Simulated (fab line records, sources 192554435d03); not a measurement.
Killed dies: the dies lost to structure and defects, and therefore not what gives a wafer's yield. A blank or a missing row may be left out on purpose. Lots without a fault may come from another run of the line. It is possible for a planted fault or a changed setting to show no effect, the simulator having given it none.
Which tool was responsible? | flow n5 finfet | 72 wafers from 24 lots sampled at 5 of the route's 1938 steps

== WHAT THE GAUGES SHOWED, per wafer ==
N5_FIN_SAQP_OCD_MEAS_76. Usual: trench depth nm at 120.0 nm, with a standard deviation of 1.9.
lot  | measured    | on     | trench depth nm (nm) | flag
L074 | day 2 02:23 | ocd-01 | 119.7 122.9 118.6    |
L075 | day 2 10:12 | ocd-01 | 118.4 119.7 123.4    |
L076 | day 2 13:42 | ocd-02 | 118.5 119.9 119.2    |
L077 | day 2 20:35 | ocd-01 | 119.5 117.4 119.6    |
L078 | day 3 03:05 | ocd-02 | 120.3 121.4 118.0    |
L079 | day 3 11:49 | ocd-01 | 118.5 124.6 119.7    |
L080 | day 3 15:51 | ocd-01 | 117.6 121.1 120.9    |
L081 | day 3 20:19 | ocd-02 | 119.1 118.9 118.9    |
L082 | day 4 02:31 | ocd-02 | 121.1 119.5 121.0    |
L083 | day 4 08:22 | ocd-01 | 121.4 121.5 121.1    |
L084 | day 4 14:21 | ocd-01 | 118.2 119.3 118.3    |
L085 | day 4 21:31 | ocd-01 | 119.7 121.6 120.2    |
L086 | day 5 03:37 | ocd-02 | 119.0 116.1 120.5    |
L087 | day 5 09:59 | ocd-01 | 122.1 117.0 117.2    |
L088 | day 5 15:11 | ocd-02 | 118.5 119.5 119.8    |
L089 | day 5 20:02 | ocd-02 | 120.8 120.5 122.9    |
L090 | day 6 05:02 | ocd-02 | 118.7 118.1 119.8    |
L091 | day 6 10:05 | ocd-01 | 117.9 120.7 122.5    |
L092 | day 6 16:16 | ocd-02 | 118.7 116.2 116.6    |
L093 | day 7 02:28 | ocd-01 | 119.7 121.9 121.9    |
L094 | day 7 03:40 | ocd-02 | 117.4 118.4 121.9    |
L095 | day 7 08:22 | ocd-02 | 117.3 120.1 118.6    |
L096 | day 7 17:05 | ocd-01 | 120.1 121.5 121.8    |
L097 | day 7 19:34 | ocd-01 | 117.8 119.1 121.1    |

N5_STI_FIN_REVEAL_THK_MEAS_05. Usual: thk nm at 131.7 nm, with a standard deviation of 1.2.
lot  | measured    | on            | thk nm (nm)       | flag
L074 | day 2 10:01 | film metro-01 | 132.0 128.6 131.0 |
L075 | day 2 18:38 | film metro-01 | 130.0 131.6 130.2 |
L076 | day 3 02:39 | film metro-01 | 131.7 131.2 130.1 |
L077 | day 3 04:32 | film metro-01 | 131.3 130.6 129.9 |
L078 | day 3 10:07 | film metro-01 | 131.9 130.6 132.3 |
L079 | day 3 18:36 | film metro-02 | 130.5 131.4 131.7 |
L080 | day 3 23:00 | film metro-01 | 132.2 132.8 131.2 |
L081 | day 4 03:14 | film metro-01 | 130.8 131.5 130.1 |
L082 | day 4 09:18 | film metro-02 | 131.2 130.1 133.5 |
L083 | day 4 15:25 | film metro-02 | 131.5 132.8 130.5 |
L084 | day 4 21:08 | film metro-01 | 131.4 132.9 131.7 |
L085 | day 5 05:23 | film metro-02 | 132.0 129.5 131.5 |
L086 | day 5 11:48 | film metro-01 | 131.2 129.5 130.8 |
L087 | day 5 17:32 | film metro-02 | 131.9 130.7 132.4 |
L088 | day 5 22:07 | film metro-02 | 132.1 132.8 130.8 |
L089 | day 6 02:53 | film metro-01 | 132.6 130.9 133.6 |
L090 | day 6 12:08 | film metro-01 | 134.1 132.2 132.4 |
L091 | day 6 17:04 | film metro-02 | 134.4 132.2 134.0 |
L092 | day 6 23:07 | film metro-01 | 132.4 133.0 131.5 |
L093 | day 7 10:28 | film metro-01 | 132.7 130.2 131.6 |
L094 | day 7 10:45 | film metro-01 | 131.0 131.4 131.3 |
L095 | day 7 15:10 | film metro-02 | 131.8 129.5 128.4 |
L096 | day 8 00:04 | film metro-02 | 132.6 133.0 130.8 |
L097 | day 8 02:22 | film metro-01 | 132.4 134.7 134.3 |

== WHAT TOOL EACH LOT RAN ON (gives the tool, then ch and the chambers of the sampled wafers, and finally the start) ==
lot  | N5_FIN_SAQP_STRIP_70              | N5_FIN_CUT_ETCH_21                | N5_FIN_CUT_PRECLEAN_35
L074 | rie diel-03 ch 0,1, day 2 00:57   | rie diel-02 ch 0,1,2, day 2 02:56 | vapor etch-02 ch 0, day 2 03:23
L075 | rie diel-03 ch 0,2, day 2 08:46   | rie diel-02 ch 1,2,3, day 2 11:34 | vapor etch-02 ch 0,1, day 2 12:13
L076 | rie diel-01 ch 0,2,3, day 2 12:25 | rie diel-02 ch 0,1,2, day 2 14:17 | vapor etch-01 ch 0,1, day 2 14:44
L077 | rie diel-06 ch 0,3, day 2 19:10   | rie diel-02 ch 0,1,2, day 2 21:16 | vapor etch-02 ch 0,1, day 2 21:44
L078 | rie diel-03 ch 0,1,2, day 3 01:49 | rie diel-04 ch 0,1, day 3 03:46   | vapor etch-02 ch 0,1, day 3 04:13
L079 | rie diel-01 ch 1,2,3, day 3 10:17 | rie diel-02 ch 0,2,3, day 3 12:22 | vapor etch-02 ch 0,1, day 3 12:49
L080 | rie diel-01 ch 0,1,2, day 3 14:29 | rie diel-02 ch 0,1,3, day 3 16:28 | vapor etch-02 ch 0, day 3 17:13
L081 | rie diel-01 ch 0,2, day 3 18:58   | rie diel-04 ch 0,1, day 3 20:59   | vapor etch-01 ch 0, day 3 21:27
L082 | rie diel-01 ch 0,3, day 4 00:16   | rie diel-02 ch 0,1, day 4 03:04   | vapor etch-01 ch 1, day 4 03:31
L083 | rie diel-01 ch 2,3, day 4 07:05   | rie diel-04 ch 1,2, day 4 09:07   | vapor etch-02 ch 0,1, day 4 09:34
L084 | rie diel-06 ch 0,2,3, day 4 12:59 | rie diel-04 ch 0,1, day 4 14:53   | vapor etch-02 ch 0,1, day 4 15:21
L085 | rie diel-03 ch 0,1, day 4 19:16   | rie diel-02 ch 0,2,3, day 4 22:04 | vapor etch-01 ch 0,1, day 4 22:33
L086 | rie diel-01 ch 0,1,2, day 5 02:02 | rie diel-05 ch 1,2, day 5 04:10   | vapor etch-02 ch 0,1, day 5 04:38
L087 | rie diel-03 ch 0,3, day 5 08:08   | rie diel-04 ch 0,2,3, day 5 10:32 | vapor etch-02 ch 0,1, day 5 10:59
L088 | rie diel-01 ch 2,3, day 5 13:44   | rie diel-02 ch 0,2, day 5 15:52   | vapor etch-01 ch 0,1, day 5 16:19
L089 | rie diel-01 ch 2,3, day 5 18:46   | rie diel-05 ch 0,2,3, day 5 20:35 | vapor etch-02 ch 0,1, day 5 21:02
L090 | rie diel-03 ch 0,1,3, day 6 03:36 | rie diel-02 ch 0,1,3, day 6 05:42 | vapor etch-02 ch 0,1, day 6 06:10
L091 | rie diel-03 ch 0,2,3, day 6 08:43 | rie diel-04 ch 0,3, day 6 10:49   | vapor etch-02 ch 0,1, day 6 11:18
L092 | rie diel-06 ch 1,3, day 6 14:49   | rie diel-05 ch 0,1,3, day 6 16:48 | vapor etch-01 ch 0,1, day 6 17:17
L093 | rie diel-03 ch 0,1, day 7 01:11   | rie diel-04 ch 0,1,3, day 7 03:01 | vapor etch-01 ch 0,1, day 7 03:29
L094 | rie diel-06 ch 0,1, day 7 02:23   | rie diel-02 ch 0,1,3, day 7 04:13 | vapor etch-02 ch 0,1, day 7 04:41
L095 | rie diel-06 ch 0,1,2, day 7 07:05 | rie diel-04 ch 0,1,3, day 7 08:55 | vapor etch-02 ch 0,1, day 7 09:22
L096 | rie diel-06 ch 0,1,2, day 7 15:35 | rie diel-04 ch 1,2, day 7 17:49   | vapor etch-01 ch 0,1, day 7 18:16
L097 | rie diel-03 ch 0,1,2, day 7 18:17 | rie diel-05 ch 0,1,3, day 7 20:07 | vapor etch-02 ch 0,1, day 7 20:34
- N5_FIN_SAQP_STRIP_70: strips in N2/H2.
- N5_FIN_CUT_ETCH_21: etches SOC in N2/H2, target depth 219 nm, overetch 43.8 nm, time 523.5 s.
- N5_FIN_CUT_PRECLEAN_35: cleans in vHF, time 13.3 s.

== WHAT THE TOOLS THEMSELVES READ (means of the sampled wafers that have a number; where no wafer has one, the mark that the record gives instead) ==
N5_FIN_SAQP_STRIP_70. Usual: drypump motor current A 5.8 A, standard deviation 0.55; oes product au 0.78 a.u., standard deviation 0.089; rf vpp V 122.1 V, standard deviation 1.1; showerhead plenum p Torr 3.42 Torr, standard deviation 0.12; throttle valve pct 18.9 %, standard deviation 0.41.
lot  | tool        | drypump motor current A (A) | oes product au (a.u.) | rf vpp V (V) | showerhead plenum p Torr (Torr) | throttle valve pct (%) | flag
L074 | rie diel-03 | 5.3                         | 0.70                  | 122.4        | 3.46                            | 18.9                   |
L075 | rie diel-03 | 5.1                         | 0.83                  | 122.0        | 3.45                            | 19.3                   |
L076 | rie diel-01 | 6.0                         | 0.83                  | 122.9        | 3.53                            | 18.7                   |
L077 | rie diel-06 | 5.5                         | 0.72                  | 120.8        | 3.28                            | 18.9                   |
L078 | rie diel-03 | 5.2                         | 0.77                  | 122.6        | 3.46                            | 19.2                   |
L079 | rie diel-01 | 5.9                         | 0.78                  | 121.8        | 3.41                            | 18.7                   |
L080 | rie diel-01 | 5.7                         | 0.81                  | 122.2        | 3.43                            | 18.5                   |
L081 | rie diel-01 | 6.0                         | 0.86                  | 122.2        | 3.55                            | 18.5                   |
L082 | rie diel-01 | 6.5                         | 0.75                  | 122.6        | 3.48                            | 18.8                   |
L083 | rie diel-01 | 5.7                         | 0.85                  | 122.9        | 3.55                            | 18.9                   |
L084 | rie diel-06 | 5.8                         | 0.71                  | 121.1        | 3.33                            | 19.1                   |
L085 | rie diel-03 | 5.4                         | 0.82                  | 122.2        | 3.47                            | 18.8                   |
L086 | rie diel-01 | 5.8                         | 0.79                  | 122.7        | 3.42                            | 18.5                   |
L087 | rie diel-03 | 5.4                         | 0.91                  | 122.4        | 3.37                            | 18.4                   |
L088 | rie diel-01 | 5.7                         | 0.83                  | 122.6        | 3.54                            | 18.9                   |
L089 | rie diel-01 | 6.1                         | 0.76                  | 122.8        | 3.50                            | 18.9                   |
L090 | rie diel-03 | 5.6                         | 0.82                  | 122.0        | 3.38                            | 18.7                   |
L091 | rie diel-03 | 5.4                         | 0.87                  | 121.5        | 3.36                            | 18.9                   |
L092 | rie diel-06 | 6.2                         | 0.72                  | 122.0        | 3.37                            | 18.7                   |
L093 | rie diel-03 | 5.3                         | 0.86                  | 122.0        | 3.44                            | 18.7                   |
L094 | rie diel-06 | 6.3                         | 0.72                  | 123.1        | 3.46                            | 18.7                   |
L095 | rie diel-06 | 6.2                         | 0.71                  | 121.5        | 3.42                            | 19.0                   |
L096 | rie diel-06 | 6.2                         | 0.71                  | 121.9        | 3.42                            | 19.0                   |
L097 | rie diel-03 | 5.2                         | 0.82                  | 122.4        | 3.44                            | 19.1                   |

N5_FIN_CUT_ETCH_21. Usual: drypump motor current A 5.6 A, standard deviation 0.43; oes product au 0.73 a.u., standard deviation 0.08; rf vpp V 240.9 V, standard deviation 1.2; showerhead plenum p Torr 2.57 Torr, standard deviation 0.073; throttle valve pct 17.81 %, standard deviation 0.24.
lot  | tool        | drypump motor current A (A) | oes product au (a.u.) | rf vpp V (V) | showerhead plenum p Torr (Torr) | throttle valve pct (%) | flag
L074 | rie diel-02 | 5.3                         | 0.69                  | 240.8        | 2.54                            | 17.72                  |
L075 | rie diel-02 | 5.2                         | 0.69                  | 241.3        | 2.61                            | 17.77                  |
L076 | rie diel-02 | 5.3                         | 0.68                  | 241.4        | 2.53                            | 17.73                  |
L077 | rie diel-02 | 5.3                         | 0.69                  | 240.1        | 2.53                            | 17.72                  |
L078 | rie diel-04 | 5.7                         | 0.71                  | 241.3        | 2.54                            | 17.68                  |
L079 | rie diel-02 | 5.4                         | 0.69                  | 241.0        | 2.55                            | 17.84                  |
L080 | rie diel-02 | 5.2                         | 0.67                  | 240.4        | 2.57                            | 17.96                  |
L081 | rie diel-04 | 5.6                         | 0.66                  | 241.0        | 2.52                            | 17.86                  |
L082 | rie diel-02 | 5.1                         | 0.66                  | 240.1        | 2.55                            | 17.86                  |
L083 | rie diel-04 | 5.7                         | 0.70                  | 240.5        | 2.54                            | 18.00                  |
L084 | rie diel-04 | 5.5                         | 0.66                  | 240.7        | 2.52                            | 17.88                  |
L085 | rie diel-02 | 5.4                         | 0.68                  | 240.3        | 2.55                            | 17.84                  |
L086 | rie diel-05 | 5.6                         | 0.76                  | 240.3        | 2.56                            | 17.62                  |
L087 | rie diel-04 | 6.0                         | 0.80                  | 241.2        | 2.59                            | 17.81                  |
L088 | rie diel-02 | 5.5                         | 0.67                  | 239.0        | 2.47                            | 17.82                  |
L089 | rie diel-05 | 5.8                         | 0.81                  | 240.7        | 2.58                            | 17.70                  |
L090 | rie diel-02 | 5.2                         | 0.65                  | 240.0        | 2.56                            | 17.98                  |
L091 | rie diel-04 | 5.8                         | 0.79                  | 241.6        | 2.59                            | 17.81                  |
L092 | rie diel-05 | 5.8                         | 0.75                  | 241.0        | 2.55                            | 17.70                  |
L093 | rie diel-04 | 5.6                         | 0.81                  | 241.1        | 2.55                            | 17.71                  |
L094 | rie diel-02 | 5.2                         | 0.65                  | 240.7        | 2.56                            | 17.99                  |
L095 | rie diel-04 | 5.7                         | 0.81                  | 240.0        | 2.55                            | 17.72                  |
L096 | rie diel-04 | 5.7                         | 0.85                  | 240.4        | 2.53                            | 17.75                  |
L097 | rie diel-05 | 5.8                         | 0.74                  | 241.4        | 2.55                            | 17.71                  |

N5_FIN_CUT_PRECLEAN_35. Usual: drypump motor current A at 5.8 A, with a standard deviation of 0.46.
lot  | tool          | drypump motor current A (A) | flag
L074 | vapor etch-02 | 6.3                         |
L075 | vapor etch-02 | 5.8                         |
L076 | vapor etch-01 | 5.8                         |
L077 | vapor etch-02 | 5.8                         |
L078 | vapor etch-02 | 5.7                         |
L079 | vapor etch-02 | 5.7                         |
L080 | vapor etch-02 | 6.3                         |
L081 | vapor etch-01 | 5.1                         |
L082 | vapor etch-01 | 6.2                         |
L083 | vapor etch-02 | 5.8                         |
L084 | vapor etch-02 | 6.0                         |
L085 | vapor etch-01 | 5.5                         |
L086 | vapor etch-02 | 6.0                         |
L087 | vapor etch-02 | 5.8                         |
L088 | vapor etch-01 | 5.8                         |
L089 | vapor etch-02 | 6.0                         |
L090 | vapor etch-02 | 5.8                         |
L091 | vapor etch-02 | 5.7                         |
L092 | vapor etch-01 | 5.8                         |
L093 | vapor etch-01 | 5.5                         |
L094 | vapor etch-02 | 6.0                         |
L095 | vapor etch-02 | 6.0                         |
L096 | vapor etch-01 | 5.5                         |
L097 | vapor etch-02 | 6.0                         |

== THE ANSWER, worked out from the rows above alone ==
Rule: a lot counts as off when the mean over its wafers that have a number is more than 3 standard deviations away from the usual mean. A lot without any number at a reading at which 4 lots or more have one is off too. The other lots that the step has rows for count as sound. First the gauges in route order, then the tools' own readings, where a lot's mean is used as printed above. The first step at which some lot is off is used, and at that step the reading that is off furthest; a lot without a number counts as furthest.
Across all readings shown, no lot is off: no conclusion can be drawn from this.

== WHAT THE SIMULATOR HAD INSERTED ==
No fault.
